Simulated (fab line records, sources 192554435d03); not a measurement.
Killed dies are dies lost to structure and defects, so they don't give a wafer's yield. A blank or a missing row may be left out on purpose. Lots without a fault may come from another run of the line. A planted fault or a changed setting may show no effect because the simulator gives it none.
One fault seen from 3 desks | flow n5_finfet | each desk has only its own numbers; what lay behind them comes last

THE DEFECT DESK
What the inspections along the route counted, lot by lot: means of the sampled wafers that have a number. A lot is out of limits, marked OUT, if its mean lies more than 4 standard deviations from the usual mean; the brackets give that distance.
Columns: A = raw_defect_count at N5_BEOL_M1_INSPECT_59, usual 81
lot  | first seen here | A
L949 | day 6 13:09     | 93
L950 | day 6 23:08     | 65
L952 | day 7 14:07     | 74
L951 | day 7 16:03     | 108
L956 | day 8 14:40     | 591 (+19) OUT
L957 | day 8 22:26     | 590 (+19) OUT
L967 | day 11 18:40    | 62
L968 | day 12 04:07    | 40
L971 | day 12 18:28    | 73
This desk's finding: out of limits on L956, L957; first on L956, day 8 14:40 (raw_defect_count at N5_BEOL_M1_INSPECT_59). In limits: L949, L950, L952, L951, L967, L968, L971.

THE METROLOGY DESK
What the gauges read, lot by lot, whatever tool the lot ran on: means of the sampled wafers that have a number. A lot is out of limits, marked OUT, if its mean lies more than 4 standard deviations from the usual mean; the brackets give that distance. Of its 11 readings 7 are shown: the one that was out of limits first, and those that lie furthest out on some lot.
Columns: A = M1_THK at N5_BEOL_M1_THK_MEAS_53, usual 39.5 nm; B = DIBL_N at N5_BEOL_M4_RC_MEAS_101, usual 36.0 mV/V; C = DIBL_P at N5_BEOL_M4_RC_MEAS_101, usual 35.8 mV/V; D = IOFF_P at N5_BEOL_M4_RC_MEAS_101, usual 0.20 nA/um; E = ION_N at N5_BEOL_M4_RC_MEAS_101, usual 670 uA/um; F = ION_P at N5_BEOL_M4_RC_MEAS_101, usual 459 uA/um; G = VT_P at N5_BEOL_M4_RC_MEAS_101, usual -252 mV
lot  | first seen here | A              | B    | C    | D    | E   | F   | G
L949 | day 6 12:49     | 41.8           | 35.6 | 34.2 | 0.18 | 660 | 455 | -254
L950 | day 6 22:50     | 39.9           | 36.1 | 35.6 | 0.19 | 672 | 461 | -253
L952 | day 7 13:50     | 38.3           | 36.8 | 36.4 | 0.19 | 670 | 460 | -252
L951 | day 7 15:46     | 41.4           | 36.2 | 36.4 | 0.20 | 668 | 454 | -252
L956 | day 8 14:22     | 75.0 (+25) OUT | 35.9 | 35.1 | 0.16 | 655 | 446 | -256
L957 | day 8 22:09     | 76.2 (+26) OUT | 35.2 | 36.6 | 0.21 | 670 | 460 | -250
L967 | day 11 18:23    | 38.7           | 34.8 | 33.2 | 0.17 | 669 | 458 | -254
L968 | day 12 03:50    | 39.2           | 35.7 | 33.9 | 0.21 | 666 | 464 | -248
L971 | day 12 18:11    | 40.6           | 33.1 | 32.2 | 0.14 | 648 | 446 | -257
This desk's finding: out of limits on L956, L957; first on L956, day 8 14:22 (M1_THK at N5_BEOL_M1_THK_MEAS_53). In limits: L949, L950, L952, L951, L967, L968, L971.

THE TOOL OWNER'S DESK: cmp-02
The tool's own readings at N5_BEOL_M1_CMP_52 (polishes, stops on SiOC, t overpolish 6.8 s, target thk 40 nm): means of the sampled wafers that have a number, for each lot that ran on this tool. A lot is out of limits, marked OUT, if its mean lies more than 4 standard deviations from the usual mean; the brackets give that distance.
Columns: A = barrier_field_endpoint_s at N5_BEOL_M1_CMP_52, usual 24.7 s; B = motor_current_A at N5_BEOL_M1_CMP_52, usual 5.9 A; C = overpolish_run_s at N5_BEOL_M1_CMP_52, usual 6.802 s; D = retaining_ring_pressure_frac at N5_BEOL_M1_CMP_52, usual 1.000; E = time_to_endpoint_s at N5_BEOL_M1_CMP_52, usual 63 s
lot  | first seen here | A               | B   | C                       | D     | E
L949 | day 6 12:34     | 25.1            | 6.0 | 6.792                   | 0.998 | 68
L950 | day 6 22:35     | 25.6            | 6.1 | 6.805                   | 0.997 | 70
L951 | day 7 15:31     | 25.0            | 5.8 | 6.803                   | 1.003 | 64
L956 | day 8 14:09     | 30.5 (+9.8) OUT | 5.7 | 4.544 (-99 or more) OUT | 1.005 | 71
L957 | day 8 21:52     | 30.3 (+9.4) OUT | 5.7 | 4.554 (-99 or more) OUT | 1.002 | 70
This desk's finding: out of limits on L956, L957; first on L956, day 8 14:09 (barrier_field_endpoint_s at N5_BEOL_M1_CMP_52). In limits: L949, L950, L951.

PUT TOGETHER
The tool owner's desk could have raised an alarm at day 8 14:09, on L956, L957.
The metrology desk could have raised an alarm at day 8 14:22, on L956, L957.
The defect desk could have raised an alarm at day 8 14:40, on L956, L957.
Of the lots named, all ran N5_BEOL_M1_CMP_52 on cmp-02.

WHAT THE SIMULATOR HAD PUT IN
Process parameter drift: cmp-02, from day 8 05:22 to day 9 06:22, at N5_BEOL_M1_CMP_52. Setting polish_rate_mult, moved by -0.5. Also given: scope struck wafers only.
Lots struck among those shown: L956, L957.
Hours from the fault's start to each desk's first reading out of limits: the tool owner's desk, 9; the metrology desk, 9; the defect desk, 9.
